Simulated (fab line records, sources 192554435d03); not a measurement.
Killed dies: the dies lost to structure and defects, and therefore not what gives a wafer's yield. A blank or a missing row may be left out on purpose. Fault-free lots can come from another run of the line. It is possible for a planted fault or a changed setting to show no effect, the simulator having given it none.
fab line records	flow n5Finfet
record lots=7	wafers=39
route steps=1938 shown BEOL_M3@934 BEOL_M6@1194 BEOL_M9@1467 BEOL_M10@1509
startH: the number of hours between the record's first day and the start of the first shown wafer of the lot	waitH: hours elapsed since this lot's preceding step	" the same as in the row above	L1.1+2: a single row standing in for several wafers	- no value, or no start given	* or withheld: withheld	< > ~ a bound
route shown NAME@n: a module of which the file shows steps, and the number in the route of the first	usual: mean and standard deviation over wafers with no fault	same: alike in all rows	chamber/n: place in a boat	sites: readings site by site	_std_site: the standard deviation of these	_edge_site: outer sites' mean less inner sites'	radiusMm: for every site, how far away it sits from the centre of the wafer	mask NAME#n: copy n	behind: tool/chamber where the wafer was last shaped	hold: the reason the lot was held/the length of the hold in hours/how it ended	device: transistor that didn't switch, given as n, p or np	end of line: the route-end tests of the same wafers	a step with no rows: only its recipe	killed: dies that structure and defects cost at the first sort, which is not the same as the wafer's yield	map: a wafer's dies, marking killed ones x, the rest . and places with no die _
set.NAME: the setting as run; set.NAME@STEP: as run at that earlier step	model.NAME: the simulator's own value behind a step, which no gauge read
lots whose settings were changed on purpose; a table a step, a row a wafer
## steps
# step N5_BEOL_M3_HM_DEP_02
# recipe material=TiN	targetThkA=200	tempC=25	chamberPressurePa=0.49996
lot.wafer	tool	chamber	startH	waitH	set.targetThkA	model.TiN_of_BEOL_M3_HM_DEP_02.thkNm
L074.1	pvdSputter-02	-	144.03	3.4	200	19.8
L074.2+4	"	-	"	"	242.9	24.4
L074.3	"	-	"	"	242.9	24.6
L074.5	"	-	"	"	200	20.2
L074.6	"	-	"	"	200	20
L076.1+2	pvdSputter-02	-	161.58	3.8	200	19.8
L076.3	"	-	"	"	298.3	29.2
L076.4	"	-	"	"	298.3	29.6
L076.5	"	-	"	"	298.3	29.8
L076.6	"	-	"	"	200	19.4
L079.1	pvdSputter-02	-	170.00	0.7	147.2	14.6
L079.2	"	-	"	"	147.2	15
L079.3+4	"	-	"	"	200	20.2
L079.5	"	-	"	"	147.2	14.8
L079.6	"	-	"	"	200	19.6
L082.1	pvdSputter-02	-	213.16	1.0	200	20
L082.3+6	"	-	"	"	200	20.2
L088.1+3	pvdSputter-03	-	236.05	0.9	200	19.6
L088.2	"	-	"	"	200	20
L088.4	"	-	"	"	268.5	27.2
L088.5	"	-	"	"	268.5	27
L088.6	"	-	"	"	268.5	26.8
L091.1	pvdSputter-03	-	247.68	0.5	200	20.4
L091.2+5	"	-	"	"	304.1	30.4
L091.3	"	-	"	"	200	20.2
L091.4	"	-	"	"	200	20
L091.6	"	-	"	"	304.1	31
L093.1+2	pvdSputter-03	-	266.25	1.2	200	19.8
L093.3+6	"	-	"	"	200	19.6
L093.4	"	-	"	"	200	20.2
L093.5	"	-	"	"	200	20.4
# step N5_BEOL_M3_COAT_61
# recipe resist=SOC	tempC=250	timeS=60	spinRpm=1500	resistThkNm=60
# step N5_BEOL_M3_COAT_62
# recipe resist=SiARC	tempC=220	timeS=60	spinRpm=1500	resistThkNm=12
# step N5_BEOL_M3_STRIP_75
# recipe chemistry=N2/H2	tempC=40	n2FlowSccm=200	h2FlowSccm=200	rfFrequencyHz=6e+07
# step N5_BEOL_M3_STRIP_66
# recipe chemistry=CF4	resist=SiARC	powerW=300	biasPowerW=75	pressureMtorr=50	cf4FlowSccm=150	rfFrequencyHz=6e+07
# step N5_BEOL_M3_HM_OPEN_17
# recipe chemistry=Cl2/BCl3	targetDepthA=200	overetchA=60	target=TiN	maskMaterial=SOC	ionEnergyEv=150	pressureMtorr=10	icpW=1000	biasW=126	Cl2_flow_sccm=53.25	bcl3FlowSccm=21.75	Ar_flow_sccm=25
lot.wafer	tool	chamber	startH	waitH	set.targetThkA@BEOL_M3_HM_DEP_02	model.etch.depthNm
L074.1	rieMetal-02	1	144.79	0.0	200	19.9
L074.2	"	0	"	"	242.9	24.41
L074.3	"	1	"	"	242.9	24.53
L074.4	"	0	"	"	242.9	24.42
L074.5	"	1	"	"	200	20.13
L074.6	"	0	"	"	200	20.03
L076.1	rieMetal-02	1	162.34	0.0	200	19.84
L076.2	"	0	"	"	200	19.86
L076.3	"	1	"	"	298.3	26.47
L076.4	"	0	"	"	298.3	26.37
L076.5	"	1	"	"	298.3	26.33
L076.6	"	0	"	"	200	19.47
L079.1	rieMetal-02	1	170.76	0.0	147.2	14.53
L079.2	"	0	"	"	147.2	15.08
L079.3	"	1	"	"	200	20.11
L079.4	"	0	"	"	200	20.17
L079.5	"	0	"	"	147.2	14.84
L079.6	"	1	"	"	200	19.62
L082.1	rieMetal-02	1	213.92	0.0	200	20.04
L082.3	"	1	"	"	200	20.25
L082.6	"	0	"	"	200	20.23
L088.1	rieMetal-01	0	236.81	0.0	200	19.68
L088.2	"	0	"	"	200	19.91
L088.3	"	0	"	"	200	19.67
L088.4	"	0	"	"	268.5	26.1
L088.5	"	0	"	"	268.5	26.05
L088.6	"	0	"	"	268.5	26.27
L091.1	rieMetal-02	0	248.44	0.0	200	20.42
L091.2	"	0	"	"	304.1	26.91
L091.3	"	0	"	"	200	20.17
L091.4	"	0	"	"	200	19.97
L091.5	"	0	"	"	304.1	26.64
L091.6	"	0	"	"	304.1	26.89
L093.1+2	rieMetal-02	1,0	267.01	0.0	200	19.81
L093.3	"	0	"	"	200	19.57
L093.4	"	1	"	"	200	20.2
L093.5	"	0	"	"	200	20.31
L093.6	"	1	"	"	200	19.65
# step N5_BEOL_M3_STRIP_19
# recipe chemistry=O2	powerW=400	tempC=40	pressureMtorr=30	rfFrequencyHz=6e+07	biasPowerW=0	overashFraction=0.2	o2FlowSccm=225
# step N5_BEOL_M3_ETCH_41
# recipe chemistry=CH3F/O2	target=SiCN	targetDepthA=299	taperDeg=2	timeS=52.5	ionEnergyEv=120	maskMaterial=TiN	pressureMtorr=30	sourceW=395	biasW=75	Ar_flow_sccm=150	CH3F_flow_sccm=30	O2_flow_sccm=20
# step N5_BEOL_M3_STRIP_97
# recipe chemistry=N2/H2	timeS=10	powerW=450	tempC=40	pressureMtorr=20	rfFrequencyHz=6e+07	biasPowerW=7	n2FlowSccm=200	h2FlowSccm=200
# step N5_BEOL_M3_OCD_MEAS_38
# usual trenchDepthNm=55.5/1.3
lot.wafer	tool	chamber	startH	waitH	set.targetThkA@BEOL_M3_HM_DEP_02	trenchDepthNm
L074.1	ocd-02	-	146.25	-	200	56.7
L074.2	"	-	"	"	242.9	55.5
L074.3	"	-	"	"	242.9	57.7
L074.4	"	-	"	"	242.9	56.6
L074.5	"	-	"	"	200	55.7
L074.6	"	-	"	"	200	57.7
L076.1	ocd-01	-	163.69	-	200	55.3
L076.2	"	-	"	"	200	53.8
L076.3	"	-	"	"	298.3	20.3
L076.4	"	-	"	"	298.3	13.3
L076.5	"	-	"	"	298.3	10.3
L076.6	"	-	"	"	200	52.8
L079.1	ocd-01	-	175.12	-	147.2	54.2
L079.2	"	-	"	"	147.2	56.5
L079.3	"	-	"	"	200	57.2
L079.4	"	-	"	"	200	55.1
L079.5	"	-	"	"	147.2	56.4
L079.6	"	-	"	"	200	56.5
L082.1	ocd-02	-	216.28	-	200	51.7
L082.3	"	-	"	"	200	55.1
L082.6	"	-	"	"	200	54.7
L088.1	ocd-02	-	239.48	-	200	55.3
L088.2	"	-	"	"	200	51.7
L088.3	"	-	"	"	200	55.1
L088.4	"	-	"	"	268.5	50.9
L088.5	"	-	"	"	268.5	49.1
L088.6	"	-	"	"	268.5	53.6
L091.1	ocd-02	-	254.33	-	200	55.4
L091.2	"	-	"	"	304.1	10.0
L091.3	"	-	"	"	200	55.6
L091.4	"	-	"	"	200	55.3
L091.5	"	-	"	"	304.1	5.2
L091.6	"	-	"	"	304.1	3.9
L093.1	ocd-01	-	273.26	-	200	55.0
L093.2	"	-	"	"	200	57.3
L093.3	"	-	"	"	200	56.3
L093.4	"	-	"	"	200	55.7
L093.5	"	-	"	"	200	56.0
L093.6	"	-	"	"	200	56.1
# step N5_BEOL_M6_ILD_DEP_00
# recipe material=SiCOH_lowk	targetThkA=1797.5	tempC=300	precursor=DEMS/porogen	pressureTorr=5	rfW=500	timeS=33.4
lot.wafer	tool	chamber	startH	waitH	set.timeS	model.SiCOH_lowk_of_BEOL_M6_ILD_DEP_00.thkNm
L074.1	pecvd-01	0	175.65	0.0	43.13	225.6
L074.2	"	2	"	"	43.13	226
L074.3	"	1	"	"	33.4	178
L074.4	"	2	"	"	43.13	231.8
L074.5	"	1	"	"	33.4	179.2
L074.6	"	0	"	"	33.4	177.4
L076.1	pecvd-03	1	195.24	0.0	33.4	178.6
L076.2	"	0	"	"	33.4	180.4
L076.3	"	2	"	"	33.4	180.8
L076.4	"	0	"	"	33.4	182.8
L076.5	"	1	"	"	33.4	182.6
L076.6	"	2	"	"	33.4	183.6
L079.1	pecvd-04	0	206.68	0.0	45.8	242.6
L079.2	"	1	"	"	45.8	242
L079.3	"	0	"	"	45.8	248.2
L079.4	"	1	"	"	33.4	184.6
L079.5	"	1	"	"	33.4	183.2
L079.6	"	0	"	"	33.4	182.2
L082.1	pecvd-03	0	248.92	0.0	33.4	180.8
L082.3	"	1	"	"	33.4	182.8
L082.6	"	1	"	"	33.4	184.2
L088.1	pecvd-01	2	274.93	0.0	17.16	94.6
L088.2	"	1	"	"	17.16	91.4
L088.3	"	0	"	"	33.4	173.6
L088.4	"	2	"	"	17.16	94.2
L088.5	"	1	"	"	33.4	180.6
L088.6	"	0	"	"	33.4	178.4
L091.1	pecvd-04	1	297.74	0.0	33.4	177.2
L091.2	"	2	"	"	33.4	174.4
L091.3	"	0	"	"	33.4	178.4
L091.4	"	0	"	"	33.4	182
L091.5	"	1	"	"	33.4	181.6
L091.6	"	2	"	"	33.4	177
L093.1	pecvd-01	0	303.45	0.0	20.69	108.4
L093.2	"	2	"	"	20.69	110
L093.3	"	1	"	"	20.69	110.4
L093.4	"	1	"	"	33.4	180.6
L093.5	"	0	"	"	33.4	178.2
L093.6	"	2	"	"	33.4	180.8
# step N5_BEOL_M6_CURE_74
# recipe tempC=385	timeS=240	ambient=He/Ar	material=SiCOH_lowk
lot.wafer	tool	chamber	startH	waitH	set.timeS@BEOL_M6_ILD_DEP_00	model.SiCOH_lowk_of_BEOL_M6_ILD_DEP_00.thkNm
L074.1	uvCure-03	0	175.71	0.0	43.13	195
L074.2	"	0	"	"	43.13	195.4
L074.3	"	0	"	"	33.4	153.6
L074.4	"	0	"	"	43.13	200.6
L074.5	"	0	"	"	33.4	154.4
L074.6	"	0	"	"	33.4	153
L076.1	uvCure-01	2	195.30	0.0	33.4	154
L076.2	"	2	"	"	33.4	155.6
L076.3	"	2	"	"	33.4	156
L076.4	"	2	"	"	33.4	157.8
L076.5	"	2	"	"	33.4	157.6
L076.6	"	2	"	"	33.4	158.4
L079.1	uvCure-02	0	206.77	0.1	45.8	210
L079.2	"	0	"	"	45.8	209.4
L079.3	"	0	"	"	45.8	215
L079.4	"	0	"	"	33.4	159.2
L079.5	"	0	"	"	33.4	158
L079.6	"	0	"	"	33.4	157
L082.1	uvCure-03	2	249.00	0.1	33.4	156
L082.3	"	2	"	"	33.4	157.8
L082.6	"	2	"	"	33.4	158.8
L088.1	uvCure-03	1	274.99	0.0	17.16	81.2
L088.2	"	1	"	"	17.16	78.4
L088.3	"	1	"	"	33.4	149.8
L088.4	"	1	"	"	17.16	80.8
L088.5	"	1	"	"	33.4	155.6
L088.6	"	1	"	"	33.4	153.8
L091.1	uvCure-02	0	297.81	0.0	33.4	152.8
L091.2	"	0	"	"	33.4	150.4
L091.3	"	0	"	"	33.4	153.8
L091.4	"	0	"	"	33.4	157
L091.5	"	0	"	"	33.4	156.6
L091.6	"	0	"	"	33.4	152.6
L093.1	uvCure-03	0	303.79	0.3	20.69	93.2
L093.2	"	0	"	"	20.69	94.4
L093.3	"	0	"	"	20.69	94.8
L093.4	"	0	"	"	33.4	155.6
L093.5	"	0	"	"	33.4	153.6
L093.6	"	0	"	"	33.4	156
# step N5_BEOL_M6_THK_MEAS_01
# recipe reads=SiCOH_lowk_of_BEOL_M6_ILD_DEP_00
# usual M6_ILD_THK=155.2/2.3
lot.wafer	tool	chamber	startH	waitH	set.timeS@BEOL_M6_ILD_DEP_00	M6_ILD_THK[nm]
L074.1	filmMetro-02	-	176.22	0.4	43.13	195.2
L074.2	"	-	"	"	43.13	195.6
L074.3	"	-	"	"	33.4	153.5
L074.4	"	-	"	"	43.13	200.5
L074.5	"	-	"	"	33.4	154.4
L074.6	"	-	"	"	33.4	153.0
L076.1	filmMetro-01	-	196.30	0.8	33.4	153.9
L076.2	"	-	"	"	33.4	155.5
L076.3	"	-	"	"	33.4	156.0
L076.4	"	-	"	"	33.4	157.8
L076.5	"	-	"	"	33.4	157.6
L076.6	"	-	"	"	33.4	158.5
L079.1	filmMetro-01	-	207.28	0.4	45.8	209.9
L079.2	"	-	"	"	45.8	209.5
L079.3	"	-	"	"	45.8	214.8
L079.4	"	-	"	"	33.4	159.1
L079.5	"	-	"	"	33.4	158.1
L079.6	"	-	"	"	33.4	157.0
L082.1	filmMetro-01	-	249.52	0.4	33.4	155.8
L082.3	"	-	"	"	33.4	157.7
L082.6	"	-	"	"	33.4	158.9
L088.1	filmMetro-01	-	275.51	0.4	17.16	81.1
L088.2	"	-	"	"	17.16	78.5
L088.3	"	-	"	"	33.4	149.8
L088.4	"	-	"	"	17.16	80.6
L088.5	"	-	"	"	33.4	155.7
L088.6	"	-	"	"	33.4	154.0
L091.1	filmMetro-01	-	298.80	0.8	33.4	152.9
L091.2	"	-	"	"	33.4	150.3
L091.3	"	-	"	"	33.4	153.8
L091.4	"	-	"	"	33.4	156.8
L091.5	"	-	"	"	33.4	156.7
L091.6	"	-	"	"	33.4	152.6
L093.1	filmMetro-02	-	304.31	0.4	20.69	93.1
L093.2	"	-	"	"	20.69	94.5
L093.3	"	-	"	"	20.69	94.9
L093.4	"	-	"	"	33.4	155.8
L093.5	"	-	"	"	33.4	153.7
L093.6	"	-	"	"	33.4	156.0
# step N5_BEOL_M9_DEP_56
# recipe material=SiCN	targetThkA=150	tempC=withheld	precursor=3MS/NH3	pressureTorr=3	rfW=202	timeS=26.5
lot.wafer	tool	chamber	startH	waitH	set.timeS	model.SiCN_of_BEOL_M9_DEP_56.thkNm
L074.1	pecvd-01	2	213.18	0.0	26.5	15.2
L074.2+4	"	0	"	"	19.1	11
L074.3	"	1	"	"	26.5	14.8
L074.5	"	1	"	"	26.5	15
L074.6	"	2	"	"	19.1	11.2
L076.1	pecvd-01	0	230.58	0.0	35.33	20
L076.2	"	1	"	"	26.5	15
L076.3+4	"	2,1	"	"	26.5	15.2
L076.5	"	0	"	"	35.33	20.2
L076.6	"	2	"	"	35.33	20.4
L079.1	pecvd-02	0	253.65	0.0	26.5	15
L079.2	"	1	"	"	41.91	23.4
L079.3	"	2	"	"	41.91	23
L079.4	"	2	"	"	26.5	14.8
L079.5	"	1	"	"	26.5	15.2
L079.6	"	0	"	"	41.91	23.6
L082.1+6	pecvd-02	2	287.70	0.0	26.5	15
L082.3	"	1	"	"	26.5	15.2
L088.1+2	pecvd-04	0,2	303.69	0.0	26.5	14.8
L088.3+4+6	"	2,0,0	"	"	26.5	15
L088.5	"	2	"	"	26.5	15.2
L091.1	pecvd-04	1	336.96	0.0	42	23.4
L091.2	"	2	"	"	26.5	15
L091.3	"	0	"	"	26.5	14.8
L091.4	"	2	"	"	26.5	15.6
L091.5	"	1	"	"	42	23.8
L091.6	"	0	"	"	42	24
L093.1+2+4	pecvd-01	2,1,0	346.09	0.0	26.5	15
L093.3	"	0	"	"	26.5	14.8
L093.5+6	"	2,1	"	"	26.5	15.2
# step N5_BEOL_M10_VIA_ETCH_34
# recipe chemistry=C4F6/O2	target=SiCOH_lowk	targetDepthA=1845	maskMaterial=SOC	taperDeg=4	timeS=69.2	ionEnergyEv=250	pressureMtorr=30	sourceW=345	biasW=185	Ar_flow_sccm=300	C4F6_flow_sccm=10	O2_flow_sccm=10
lot.wafer	tool	chamber	startH	waitH	set.timeS	model.etch.depthNm	model.SOC_of_BEOL_M10_COAT_63.thkNm
L074.1	rieDiel-01	0	219.24	0.0	49.62	130.4	94.2
L074.2	"	3	"	"	69.2	182.7	92
L074.3	"	2	"	"	49.62	135.8	94
L074.4	"	1	"	"	49.62	129.2	94.6
L074.5	"	1	"	"	69.2	181.1	92
L074.6	"	0	"	"	69.2	183.3	91.8
L076.1	rieDiel-05	2	236.10	0.0	42.69	112.7	95.4
L076.2	"	3	"	"	69.2	185.4	92.4
L076.3	"	1	"	"	69.2	184.4	92.2
L076.4	"	0	"	"	42.69	114	95.4
L076.5	"	2	"	"	69.2	181.5	92.6
L076.6	"	1	"	"	42.69	113.3	95.4
L079.1	rieDiel-01	3	257.20	0.0	69.2	180.5	91.6
L079.2	"	2	"	"	69.2	185.8	91.4
L079.3	"	0	"	"	69.2	182.5	91.8
L079.4	"	2	"	"	69.2	185	91.6
L079.5	"	0	"	"	69.2	182.1	91.6
L079.6	"	3	"	"	69.2	181.4	91.8
L082.1	rieDiel-03	3	295.23	0.0	69.2	179.4	92
L082.3	"	0	"	"	69.2	181.4	91.6
L082.6	"	0	"	"	69.2	183.2	91.6
L088.1	rieDiel-03	3	309.75	0.0	109.8	281.4	87.8
L088.2	"	1	"	"	69.2	188.2	91.6
L088.3	"	0	"	"	109.8	285.8	87.8
L088.4	"	2	"	"	69.2	189.3	91.6
L088.5	"	1	"	"	109.8	298.9	86.8
L088.6	"	2	"	"	69.2	188.8	92
L091.1	rieDiel-01	1	343.20	0.0	69.2	190.7	91.4
L091.2	"	2	"	"	69.2	185.5	91.2
L091.3	"	3	"	"	37.37	96.66	95.2
L091.4	"	0	"	"	37.37	98	95.4
L091.5	"	3	"	"	69.2	177.3	91.4
L091.6	"	0	"	"	37.37	97.81	95.4
L093.1	rieDiel-03	2	349.68	0.0	69.2	189.8	91.8
L093.2	"	3	"	"	69.2	175.8	92.4
L093.3	"	1	"	"	39.18	105.5	95.6
L093.4	"	0	"	"	69.2	178.8	92
L093.5	"	3	"	"	39.18	99.6	95.6
L093.6	"	2	"	"	39.18	107	95.4
## key
split step=N5_BEOL_M3_HM_DEP_02	setting=targetThkA	stated=200	by=wafer
response step=N5_BEOL_M3_HM_DEP_02	reading=model.TiN_of_BEOL_M3_HM_DEP_02.thkNm	change=+0.202	per=1%	r=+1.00
response step=N5_BEOL_M3_HM_OPEN_17	reading=model.etch.depthNm	change=+0.151	per=1%	r=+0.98
response step=N5_BEOL_M3_OCD_MEAS_38	reading=trenchDepthNm	shape=bent	atLowest=55.7	atStated=55.3	atHighest=6.3
split step=N5_BEOL_M6_ILD_DEP_00	setting=timeS	stated=33.4	by=wafer
response step=N5_BEOL_M6_ILD_DEP_00	reading=model.SiCOH_lowk_of_BEOL_M6_ILD_DEP_00.thkNm	change=+1.73	per=1%	r=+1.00
response step=N5_BEOL_M6_CURE_74	reading=model.SiCOH_lowk_of_BEOL_M6_ILD_DEP_00.thkNm	change=+1.51	per=1%	r=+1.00
response step=N5_BEOL_M6_THK_MEAS_01	reading=M6_ILD_THK	change=+1.51	per=1%	r=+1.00
split step=N5_BEOL_M9_DEP_56	setting=timeS	stated=26.5	by=wafer
response step=N5_BEOL_M9_DEP_56	reading=model.SiCN_of_BEOL_M9_DEP_56.thkNm	change=+0.146	per=1%	r=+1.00
split step=N5_BEOL_M10_VIA_ETCH_34	setting=timeS	stated=69.2	by=wafer
response step=N5_BEOL_M10_VIA_ETCH_34	reading=model.etch.depthNm	change=+1.79	per=1%	r=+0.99
response step=N5_BEOL_M10_VIA_ETCH_34	reading=model.SOC_of_BEOL_M10_COAT_63.thkNm	change=-0.0789	per=1%	r=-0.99
